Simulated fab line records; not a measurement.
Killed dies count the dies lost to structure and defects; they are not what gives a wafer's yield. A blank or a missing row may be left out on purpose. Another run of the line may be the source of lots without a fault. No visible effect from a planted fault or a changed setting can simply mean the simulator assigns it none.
Split-lot study + flow n5-finfet + on a route of 1938 steps: 7 lots, 39 wafers read

## SPLIT DETAILS
At N5_BEOL_M14_ILD_DEP_00 (deposits SiO2 from TEOS/O2, target thk 1119.3 nm, time 237.4 s), the setting target-thk-a was moved away from the recipe's 11193 angstrom on 18 of the 39 wafers read, by -48.5% to +51.3%. For the rest of the wafers, this setting stayed at what the recipe calls for.

There is no step in the file separating the split from the reading.

## THE READING
M14_ILD_THK at N5_BEOL_M14_THK_MEAS_01, in nm. On this fab line, fault-free wafers typically give 1117 nm with a standard deviation of 19 nm.

| wafer  | tool, chamber at the split | target-thk-a as run, angstrom | against the recipe | M14_ILD_THK, nm | against lot-mates on the recipe |
|--------|----------------------------|-------------------------------|--------------------|-----------------|---------------------------------|
| L075.1 | pecvd-02, 2                | 16930                         | +51.3%             | 1627            | +521                            |
| L075.2 | pecvd-02, 1                | 16930                         | +51.3%             | 1687            | +581                            |
| L075.3 | pecvd-02, 0                | 16930                         | +51.3%             | 1651            | +545                            |
| L075.4 | pecvd-02, 0                | 11193                         | recipe             | 1094            | -                               |
| L075.5 | pecvd-02, 1                | 11193                         | recipe             | 1133            | -                               |
| L075.6 | pecvd-02, 2                | 11193                         | recipe             | 1091            | -                               |
| L074.1 | pecvd-02, 0                | 6557                          | -41.4%             | 641             | -468                            |
| L074.2 | pecvd-02, 1                | 11193                         | recipe             | 1111            | -                               |
| L074.3 | pecvd-02, 2                | 11193                         | recipe             | 1093            | -                               |
| L074.4 | pecvd-02, 2                | 6557                          | -41.4%             | 645             | -464                            |
| L074.5 | pecvd-02, 0                | 11193                         | recipe             | 1123            | -                               |
| L074.6 | pecvd-02, 1                | 6557                          | -41.4%             | 665             | -444                            |
| L077.1 | pecvd-03, 0                | 11193                         | recipe             | 1129            | -                               |
| L077.2 | pecvd-03, 2                | 6323                          | -43.5%             | 649             | -484                            |
| L077.3 | pecvd-03, 1                | 6323                          | -43.5%             | 625             | -508                            |
| L077.4 | pecvd-03, 1                | 11193                         | recipe             | 1133            | -                               |
| L077.5 | pecvd-03, 0                | 11193                         | recipe             | 1136            | -                               |
| L077.6 | pecvd-03, 2                | 6323                          | -43.5%             | 649             | -484                            |
| L076.1 | pecvd-03, 2                | 11193                         | recipe             | 1118            | -                               |
| L076.2 | pecvd-03, 0                | 5761                          | -48.5%             | 582             | -545                            |
| L076.3 | pecvd-03, 1                | 5761                          | -48.5%             | 578             | -549                            |
| L076.4 | pecvd-03, 1                | 11193                         | recipe             | 1125            | -                               |
| L076.5 | pecvd-03, 0                | 11193                         | recipe             | 1138            | -                               |
| L076.6 | pecvd-03, 2                | 5761                          | -48.5%             | 602             | -525                            |
| L079.1 | pecvd-03, 0                | 7913                          | -29.3%             | 780             | -339                            |
| L079.2 | pecvd-03, 2                | 11193                         | recipe             | 1122            | -                               |
| L079.3 | pecvd-03, 1                | 11193                         | recipe             | 1102            | -                               |
| L079.4 | pecvd-03, 1                | 7913                          | -29.3%             | 786             | -333                            |
| L079.5 | pecvd-03, 0                | 11193                         | recipe             | 1132            | -                               |
| L079.6 | pecvd-03, 2                | 7913                          | -29.3%             | 819             | -300                            |
| L089.1 | pecvd-03, 2                | 15660                         | +39.9%             | 1570            | +442                            |
| L089.2 | pecvd-03, 0                | 15660                         | +39.9%             | 1547            | +419                            |
| L089.3 | pecvd-03, 1                | 11193                         | recipe             | 1112            | -                               |
| L089.4 | pecvd-03, 0                | 11193                         | recipe             | 1130            | -                               |
| L089.5 | pecvd-03, 2                | 11193                         | recipe             | 1142            | -                               |
| L089.6 | pecvd-03, 1                | 15660                         | +39.9%             | 1587            | +459                            |
| L095.1 | pecvd-01, 1                | 11193                         | recipe             | 1116            | -                               |
| L095.5 | pecvd-01, 2                | 11193                         | recipe             | 1141            | -                               |
| L095.6 | pecvd-01, 0                | 11193                         | recipe             | 1149            | -                               |

THE FIT
A straight line over all 39 wafers: M14_ILD_THK changes by +10.9 nm for each +1% of target-thk-a; r = +1.00; the points scatter about the line by 19 nm.
The same after taking each lot's own level away (the mean of its wafers on the recipe; 39 wafers): +11 nm for each +1%; r = +1.00; scatter 15 nm.
Per that fit: largest target-thk-a move, reading shift of 5.6e+02 nm.
From 1106.0 to 1135.3 nm: that is the span of the lots' own levels, equal to 1.5 times the standard deviation above.
Consequently the slope shifts little with the lot-to-lot level, the two slopes agreeing.
Check: with one of the wafers moved furthest among these (+51.3%) left out of the fit, the line predicts +567 nm for it against its lot-mates. It came out at +521 nm against them.

## THE WHOLE CHAIN: every reading that the file lists as answering this split, in the file's order
| step                    | what it does                                                   | reading                                                                             | change (the file's fit)              | r (the file's) |
|-------------------------|----------------------------------------------------------------|-------------------------------------------------------------------------------------|--------------------------------------|----------------|
| N5_BEOL_M14_ILD_DEP_00  | deposits SiO2 from TEOS/O2, target thk 1119.3 nm, time 237.4 s | SiO2_of_BEOL_M14_ILD_DEP_00.thk-nm (the simulator's own value, which no gauge read) | +11 nm for each +1% of the setting   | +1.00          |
| N5_BEOL_M14_THK_MEAS_01 |                                                                | M14_ILD_THK                                                                         | +11 for each +1% of the setting      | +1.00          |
| N5_BEOL_M14_VIA_ETCH_16 | etches SiO2 in C4F8/O2/Ar, target depth 1231.3 nm              | etch.depth-nm (the simulator's own value, which no gauge read)                      | +11 nm for each +1% of the setting   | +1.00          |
| N5_BEOL_M14_VIA_ETCH_16 | etches SiO2 in C4F8/O2/Ar, target depth 1231.3 nm              | coat_of_BEOL_M14_COAT_04.thk-nm (the simulator's own value, which no gauge read)    | -2.63 nm for each +1% of the setting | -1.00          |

## FILE'S OWN FIT
M14_ILD_THK changes by +11 nm for each +1% of target-thk-a, r = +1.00.
